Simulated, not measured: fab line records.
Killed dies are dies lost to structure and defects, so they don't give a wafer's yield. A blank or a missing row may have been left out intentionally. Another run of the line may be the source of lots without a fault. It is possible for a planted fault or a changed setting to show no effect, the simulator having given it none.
Split-lot experiment + flow n5_finfet + 7 lots, 21 wafers read, on a route of 1938 steps

SPLIT DETAILS
At N5_MIM_BOT_ETCH_ETCH_03 (etches the open film in Cl2/BCl3, target depth 12 nm), the setting bias_w was moved away from the recipe's 100 W on 11 of the 21 wafers read, by -17.2% to +13.1%. This setting was run at the recipe's value on the other wafers.

Reading taken at the split's own step.

THE READING
etch.depth_nm (the simulator's own value, which no gauge read), in nm, at N5_MIM_BOT_ETCH_ETCH_03 (etches the open film in Cl2/BCl3, target depth 12 nm). The file does not state a usual value for it. Average 12.09 nm, standard deviation 0.29 nm, over the 10 wafers here run with the recipe.

| wafer  | tool, chamber at the split | bias_w as run, W | against the recipe | etch.depth_nm, nm | against lot-mates on the recipe |
|--------|----------------------------|------------------|--------------------|-------------------|---------------------------------|
| L074.2 | rie_metal-03, 0            | 110.9            | +10.9%             | 12.15             | no lot-mate on the recipe       |
| L074.4 | rie_metal-03, 0            | 110.9            | +10.9%             | 12.16             | no lot-mate on the recipe       |
| L074.6 | rie_metal-03, 1            | 110.9            | +10.9%             | 12.22             | no lot-mate on the recipe       |
| L075.3 | rie_metal-01, 0            | 100              | recipe             | 12.07             | -                               |
| L075.5 | rie_metal-01, 1            | 106.6            | +6.6%              | 12.62             | +0.55                           |
| L075.6 | rie_metal-01, 0            | 106.6            | +6.6%              | 12.39             | +0.32                           |
| L080.1 | rie_metal-01, 0            | 100              | recipe             | 12.63             | -                               |
| L080.2 | rie_metal-01, 1            | 100              | recipe             | 12.46             | -                               |
| L080.4 | rie_metal-01, 0            | 113.1            | +13.1%             | 13.17             | +0.62                           |
| L084.3 | rie_metal-03, 1            | 100              | recipe             | 11.82             | -                               |
| L084.4 | rie_metal-03, 1            | 100              | recipe             | 11.73             | -                               |
| L084.5 | rie_metal-03, 1            | 100              | recipe             | 11.74             | -                               |
| L088.2 | rie_metal-02, 1            | 100              | recipe             | 12.14             | -                               |
| L088.4 | rie_metal-02, 0            | 100              | recipe             | 11.86             | -                               |
| L088.6 | rie_metal-02, 0            | 91.23            | -8.8%              | 11.52             | -0.48                           |
| L091.3 | rie_metal-02, 1            | 82.81            | -17.2%             | 11.28             | -0.87                           |
| L091.5 | rie_metal-02, 1            | 100              | recipe             | 12.15             | -                               |
| L091.6 | rie_metal-02, 0            | 82.81            | -17.2%             | 11.17             | -0.98                           |
| L082.1 | rie_metal-02, 1            | 87.79            | -12.2%             | 11.66             | -0.61                           |
| L082.3 | rie_metal-02, 1            | 87.79            | -12.2%             | 11.68             | -0.59                           |
| L082.6 | rie_metal-02, 1            | 100              | recipe             | 12.27             | -                               |

FIT RESULTS
A straight line over all 21 wafers: etch.depth_nm changes by +0.0425 nm for each +1% of bias_w; r = +0.79; the points scatter about the line by 0.3 nm.
The same after taking each lot's own level away (the mean of its wafers on the recipe; 18 wafers): +0.053 nm for each +1%; r = +0.98; scatter 0.085 nm.
Per that fit: largest bias_w move, reading shift of 0.91 nm.
The span of the lots' own levels, 11.763 to 12.545 nm, comes to 2.7 times the standard deviation stated above.
So the lot-to-lot level blurs the effect unless lot-mates are compared.
Check: -0.914 nm against its lot-mates is what the line predicts for one of the wafers moved furthest among these (-17.2%) when that wafer is left out of the fit. Against them it came out at -0.87 nm.

ADDITIONAL SPLITS CARRIED BY THESE WAFERS
These wafers also went through other splits before the reading. Each is held against what the fit with the lots' levels taken away leaves over:
| other split on the same wafers    | wafers away from the commonest value | r with etch.depth_nm (lot level and that fit taken away) |
|-----------------------------------|--------------------------------------|----------------------------------------------------------|
| N5_BEOL_M15_EXPOSE_25 dose_mj     | 8                                    | +0.52                                                    |
| N5_BEOL_M15_TRENCH_ETCH_34 bias_w | 3                                    | -0.02                                                    |

FILE'S OWN FIT
etch.depth_nm changes by +0.0522 nm for each +1% of bias_w, r = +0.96.
